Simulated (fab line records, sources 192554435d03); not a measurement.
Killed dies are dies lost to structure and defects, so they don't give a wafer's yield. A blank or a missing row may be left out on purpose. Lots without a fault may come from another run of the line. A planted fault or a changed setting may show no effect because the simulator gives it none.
fab line records | flow n5_finfet
record lots=11 wafers=33 last_day=17
route steps=1938 shown BEOL_M11@1550 PASSIVATION@1936
lots that met no fault: from a run of the same line without faults
start_h: hours from the record's first day to the start of the lot's first wafer shown | wait_h: hours since the lot's step before | " the same as in the row above | L1.1+2: a row that stands for several wafers | - no value, or no start given | * or withheld: withheld | < > ~ a bound
route shown NAME@n: a module of which the file shows steps, and the number in the route of the first | usual: mean/standard deviation of fault-free wafers | same: alike in all rows | chamber/n: place in a boat | sites: the reading at each site | _std_site: their standard deviation | _edge_site: outer sites' mean less inner sites' | radius_mm: how far each site lies from the wafer's centre | mask NAME#n: copy n | behind: the tool/chamber that last shaped the wafer | hold: why the lot was held/for how many hours/how that ended | device: the transistor (n, p or np) that didn't switch | end of line: the same wafers' tests at the end of the route | a step without rows: its recipe alone | killed: dies lost to structure and defects at the first sort, not the wafer's yield | map: a wafer's dies, x killed, . not, _ none there
set.NAME: the setting as run; set.NAME@STEP: as run at that earlier step | model.NAME: the simulator's own value behind a step, which no gauge read
steps of the route over a sample of lots; a table a step, a row a wafer
services: from which hour (start_h, from the record's first day; less than 0 if before it) a tool's chamber was out of use, for how many hours, and why
## steps
# step N5_BEOL_M11_OVL_MEAS_12
# recipe points_per_wafer=44
# usual M11_OVL=-0.1/0.84
# columns lot.wafer tool chamber start_h wait_h M11_OVL[nm]
L575.2 overlay-01 0 229.04 0.0 0.4
L575.4 " 0 " " -0.5
L575.5 " 0 " " -1.3
L576.1 overlay-01 0 233.76 0.0 0.3
L576.2 " 0 " " -0.7
L576.6 " 0 " " -0.1
L578.1 overlay-02 0 249.99 0.0 -0.2
L578.2 " 0 " " 0.8
L578.5 " 0 " " -0.1
L582.3 overlay-02 0 268.23 0.0 0.4
L582.4 " 0 " " 1.5
L582.5 " 0 " " 0.5
L587.1 overlay-02 0 302.80 0.0 -1.2
L587.2 " 0 " " -0.9
L587.6 " 0 " " -2.1
L590.1 overlay-02 0 322.02 0.0 0.1
L590.2 " 0 " " -0.1
L590.3 " 0 " " 0.1
L588.1 overlay-02 0 329.98 0.0 -0.9
L588.2 " 0 " " 0.3
L588.4 " 0 " " 0.8
L589.3 overlay-02 0 330.14 0.0 0.4
L589.5 " 0 " " -0.2
L589.6 " 0 " " -1.3
L592.2 overlay-01 0 330.31 0.0 -0.4
L592.3 " 0 " " -1.0
L592.4 " 0 " " 2.3
L593.4 overlay-02 0 342.14 0.0 0.9
L593.5 " 0 " " 0.2
L593.6 " 0 " " 0.1
L596.2 overlay-02 0 353.01 0.0 -0.6
L596.3 " 0 " " -0.6
L596.4 " 0 " " -0.5
# step N5_BEOL_M11_ETCH_62
# recipe chemistry=N2/H2 target=SOC target_depth_a=1100 overetch_a=220 mask_material=SiARC temp_c=40 time_s=165 ion_energy_ev=200 pressure_mtorr=30 source_w=840 bias_w=150 n2_flow_sccm=200 h2_flow_sccm=200
# usual drypump_motor_current_A=5.9/0.37 n2_flow_sccm=200.0/0.64 oes_product_au=0.67/0.066 rf_vpp_V=523.4/2.7 showerhead_plenum_p_Torr=2.53/0.097 throttle_valve_pct=17.88/0.21
# columns lot.wafer tool chamber start_h wait_h drypump_motor_current_A n2_flow_sccm oes_product_au rf_hours_counter_h rf_vpp_V showerhead_plenum_p_Torr throttle_valve_pct
L575.2 rie_diel-06 1 229.30 0.0 6.4 199.9 0.75 41 527.9 2.70 17.77
L575.4 " 0 " " 5.8 199.7 0.66 135 521.5 2.44 17.53
L575.5 " 2 " " 5.8 199.6 0.58 - 521.5 2.51 18.28
L576.1 rie_diel-05 2 234.05 0.0 6.3 200.8 0.55 251 519.5 2.40 18.35
L576.2 " 1 " " 6.1 199.6 0.62 189 525.7 2.64 18.04
L576.6 " 2 " " 6.4 200.0 0.56 - 518.9 2.40 18.34
L578.1 rie_diel-01 2 250.13 0.0 6.1 199.1 0.65 154 522.9 2.54 18.04
L578.2 " 0 " " 5.2 200.4 0.64 147 522.5 2.55 17.81
L578.5 " 0 " " 5.3 200.4 0.64 - 524.0 2.55 17.83
L582.3 rie_diel-06 3 268.37 0.0 6.0 199.6 0.75 40 522.2 2.49 17.76
L582.4 " 1 " " 6.4 200.5 0.74 - 527.5 2.69 17.80
L582.5 " 3 " " 6.0 198.8 0.74 - 522.7 2.49 17.77
L587.1 rie_diel-06 3 302.94 0.0 6.0 200.0 0.72 52 520.4 2.48 17.78
L587.2 " 0 " " 5.8 200.4 0.64 160 520.6 2.43 17.57
L587.6 " 2 " " 5.9 199.9 0.80 - 522.5 2.50 17.86
L590.1 rie_diel-06 0 322.47 0.0 5.8 199.9 0.64 167 522.3 2.43 17.58
L590.2 " 2 " " 5.9 199.4 0.78 15 522.1 2.50 17.88
L590.3 " 1 " " 6.3 200.1 0.70 73 527.9 2.69 17.82
L588.1 rie_diel-05 1 330.12 0.0 6.1 200.7 0.60 219 525.5 2.62 18.10
L588.2 " 3 " " 5.2 200.5 0.59 240 519.6 2.41 18.18
L588.4 " 2 " " 6.4 200.3 0.76 23 529.6 2.70 17.94
L589.3 rie_diel-01 1 330.36 0.0 5.6 201.0 0.80 13 524.5 2.60 17.58
L589.5 " 2 " " 6.1 199.6 0.63 - 522.8 2.53 18.09
L589.6 " 1 " " 5.6 201.0 0.80 - 525.0 2.60 17.57
L592.2 rie_diel-05 0 330.45 0.0 5.9 200.7 0.68 101 520.5 2.46 17.62
L592.3 " 3 " " 5.2 199.4 0.60 240 519.7 2.41 18.17
L592.4 " 2 " " 6.3 199.8 0.75 24 529.4 2.70 17.94
L593.4 rie_diel-06 1 342.29 0.0 6.3 200.1 0.71 79 526.8 2.68 17.83
L593.5 " 0 " " 5.8 200.2 0.63 - 518.9 2.43 17.60
L593.6 " 1 " " 6.3 199.9 0.71 - 527.7 2.68 17.84
L596.2 rie_diel-05 3 353.72 0.0 5.2 199.9 0.59 247 520.5 2.40 18.19
L596.3 " 0 " " 5.9 200.7 0.67 108 521.6 2.46 17.62
L596.4 " 2 " " 6.4 199.9 0.74 31 527.2 2.70 17.95
# step N5_BEOL_M11_COAT_63
# recipe resist=SOC temp_c=250 time_s=60 spin_rpm=1500 resist_thk_nm=100
# usual heater_power_total_W=500.4/2 plate_temp_C=250.02/0.18 spin_speed_rpm=1499.9/1.1
# columns lot.wafer tool chamber start_h wait_h heater_power_total_W plate_temp_C spin_speed_rpm
L575.2 litho_track-04 0 229.83 0.1 497.9 249.85 1498.9
L575.4 " 0 " " 500.9 249.94 1501.4
L575.5 " 0 " " 501.4 250.36 1498.9
L576.1 litho_track-02 0 235.19 0.8 499.2 250.24 1499.9
L576.2 " 0 " " 498.6 249.94 1499.9
L576.6 " 0 " " 501.2 250.08 1500.5
L578.1 litho_track-04 0 253.31 2.7 498.9 249.75 1500.5
L578.2 " 0 " " 498.6 249.94 1500.7
L578.5 " 0 " " 498.4 249.61 1502.8
L582.3 litho_track-04 0 269.08 0.3 497.4 250.04 1499.4
L582.4 " 0 " " 503.2 249.94 1501.4
L582.5 " 0 " " 497.3 249.95 1501.0
L587.1 litho_track-04 0 306.78 3.5 835.2 266.27 1502.3
L587.2 " 0 " " 834.5 266.51 1502.4
L587.6 " 0 " " 835.8 266.43 1500.4
L590.1 litho_track-05 0 323.16 0.2 502.9 249.87 1500.6
L590.2 " 0 " " 502.4 249.73 1499.5
L590.3 " 0 " " 500.1 249.89 1499.7
L588.1 litho_track-02 0 331.21 0.7 500.8 250.08 1498.5
L588.2 " 0 " " 498.4 250.02 1497.3
L588.4 " 0 " " 503.4 250.05 1499.3
L592.2 litho_track-05 0 331.25 0.4 498.9 250.06 1499.7
L592.3 " 0 " " 503.1 250.23 1498.9
L592.4 " 0 " " 497.6 250.10 1499.1
L589.3 litho_track-04 0 331.25 0.5 833.0 266.63 1497.9
L589.5 " 0 " " 835.3 266.71 1499.1
L589.6 " 0 " " 835.5 266.83 1498.4
L593.4 litho_track-05 0 343.90 1.2 501.4 249.95 1501.7
L593.5 " 0 " " 500.9 250.14 1501.4
L593.6 " 0 " " 500.4 250.19 1499.9
L596.2 litho_track-05 0 354.19 0.0 499.1 250.14 1498.4
L596.3 " 0 " " 500.2 250.18 1500.3
L596.4 " 0 " " 498.6 250.20 1499.3
# step N5_BEOL_M11_OVL_MEAS_29
# recipe points_per_wafer=44
# usual V10_OVL=-1.2/0.72
# columns lot.wafer tool chamber start_h wait_h V10_OVL[nm]
L575.2 overlay-02 0 230.11 0.0 -0.8
L575.4 " 0 " " -0.2
L575.5 " 0 " " -0.4
L576.1 overlay-02 0 235.47 0.0 -1.7
L576.2 " 0 " " -2.4
L576.6 " 0 " " -1.8
L578.1 overlay-01 0 253.71 0.0 -0.3
L578.2 " 0 " " -1.7
L578.5 " 0 " " -2.3
L582.3 overlay-02 0 269.36 0.0 -0.5
L582.4 " 0 " " -0.8
L582.5 " 0 " " -0.8
L587.1 overlay-02 0 307.19 0.0 -0.9
L587.2 " 0 " " -1.6
L587.6 " 0 " " -1.2
L590.1 overlay-01 0 323.44 0.0 -1.1
L590.2 " 0 " " -1.1
L590.3 " 0 " " -0.6
L588.1 overlay-02 0 331.49 0.0 -1.8
L588.2 " 0 " " -0.7
L588.4 " 0 " " -0.1
L589.3 overlay-02 0 331.66 0.0 -0.8
L589.5 " 0 " " -0.1
L589.6 " 0 " " -1.0
L592.2 overlay-02 0 331.83 0.0 -0.9
L592.3 " 0 " " -2.1
L592.4 " 0 " " -0.1
L593.4 overlay-02 0 344.30 0.0 -1.1
L593.5 " 0 " " -0.9
L593.6 " 0 " " -1.0
L596.2 overlay-02 0 354.60 0.0 -2.5
L596.3 " 0 " " -2.2
L596.4 " 0 " " -1.9
# step N5_PASSIVATION_PROBE_49
# usual defect_limited_yield=91.3/1.3 killed_at_M0_to_M3=35/13 killed_at_M4_up=13/5.2 killed_at_contacts=12/6.2 killed_at_front_end=39/9.6 killed_at_other=3.1/2.6 killed_dies=102/16 killed_open=68/13 killed_short=33/6.9 sort_bin_5_function=5.1/0.87 sort_bin_6_memory=3.3/0.67 sort_n_pass=1078/16 sort_yield_pct=91.3/1.3
# same gross_dies=1180 killed_at_back_side=0 sort_bin_4_leakage[%]=0 sort_bin_8_speed[%]=0
# columns lot.wafer tool chamber start_h wait_h defect_limited_yield[%] killed_at_M0_to_M3 killed_at_M4_up killed_at_contacts killed_at_front_end killed_at_other killed_dies killed_open killed_short sort_bin_5_function[%] sort_bin_6_memory[%] sort_n_pass sort_yield_pct[%]
L593.4 prober-01 - 388.68 0.2 90.1 34 22 21 34 6 117 73 44 6.0 3.6 1063 90.1
L593.5 prober-01 - 388.73 0.2 91.1 17 21 17 50 0 105 72 33 5.5 3.2 1075 91.1
L593.6 prober-01 - 388.78 0.3 92.7 16 20 10 29 11 86 55 31 4.9 2.3 1094 92.7
# killed by level:class
L593.4 MOL_CONTACT_COAG:geometric_particle:open=14 BEOL_M4:geometric_particle:open=10 FIN_SAQP:geometric_particle:open=9 GATE_CUT:geometric_particle:short=7 MOL_CONTACT_COAG:geometric_particle:short=7 BEOL_M0_SAQP:geometric_particle:short=7 BEOL_M3:geometric_particle:open=7 STI_FIN_REVEAL:geometric_particle:open=4
L593.5 MOL_CONTACT_COAG:geometric_particle:open=16 FIN_SAQP:geometric_particle:short=13 BEOL_M4:geometric_particle:open=10 FIN_SAQP:geometric_particle:open=8 ILD0:geometric_particle:open=6 GATE_CUT:geometric_particle:short=6 BEOL_M0_SAQP:geometric_particle:open=6 BEOL_M0:geometric_particle:open=6
L593.6 BEOL_M4:geometric_particle:open=10 STI_FIN_REVEAL:geometric_particle:open=6 MOL_CONTACT_COAG:geometric_particle:open=6 BEOL_M0_SAQP:geometric_particle:short=5 FIN_SAQP:geometric_particle:open=4 MOL_CONTACT_COAG:geometric_particle:short=4 GATE_CUT:geometric_particle:short=4 DUMMY_GATE:geometric_particle:open=3
## services
# columns tool chamber start_h hours kind
rie_diel-06 1 212.61 5.3 repair
rie_diel-05 2 235.25 4.6 repair
rie_diel-05 2 240.09 - clean
rie_diel-05 2 240.09 - consumable_replace:focus_ring
rie_diel-05 2 240.09 - consumable_replace:showerhead
rie_diel-05 2 240.09 13.4 scheduled_down
rie_diel-05 2 240.09 13.4 vent_cycle
rie_diel-06 2 246.36 - clean
rie_diel-06 2 246.36 - consumable_replace:focus_ring
litho_track-04 - 249.56 - consumable_replace:filter
litho_track-05 - 268.12 - consumable_replace:filter
litho_track-02 - 272.13 - consumable_replace:filter
rie_diel-01 1 274.03 - clean
rie_diel-01 1 274.03 - consumable_replace:focus_ring
rie_diel-01 1 274.03 22.8 scheduled_down
rie_diel-01 1 274.03 22.8 vent_cycle
rie_diel-01 3 321.09 3.5 repair
rie_diel-05 0 345.96 4.0 repair
## key
first_sign step=N5_BEOL_M11_COAT_63 reading=heater_power_total_W direction=up sigmas=99+ usual=* struck=*
effect step=N5_BEOL_M11_COAT_63 reading=plate_temp_C direction=up sigmas=91 usual=* struck=*
met_at N5_BEOL_M11_COAT_63
struck_lots L587,L589
not_acting_at N5_BEOL_M11_OVL_MEAS_12,N5_BEOL_M11_ETCH_62,N5_BEOL_M11_OVL_MEAS_29
onset_between 269.08 306.78
fault kind=process_parameter_drift tool=litho_track-04 chamber=- onset_h=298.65 steps=N5_BEOL_M11_COAT_63 channel=temp_c offset=* shape=step end_h=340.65 acts_in=* stated=*
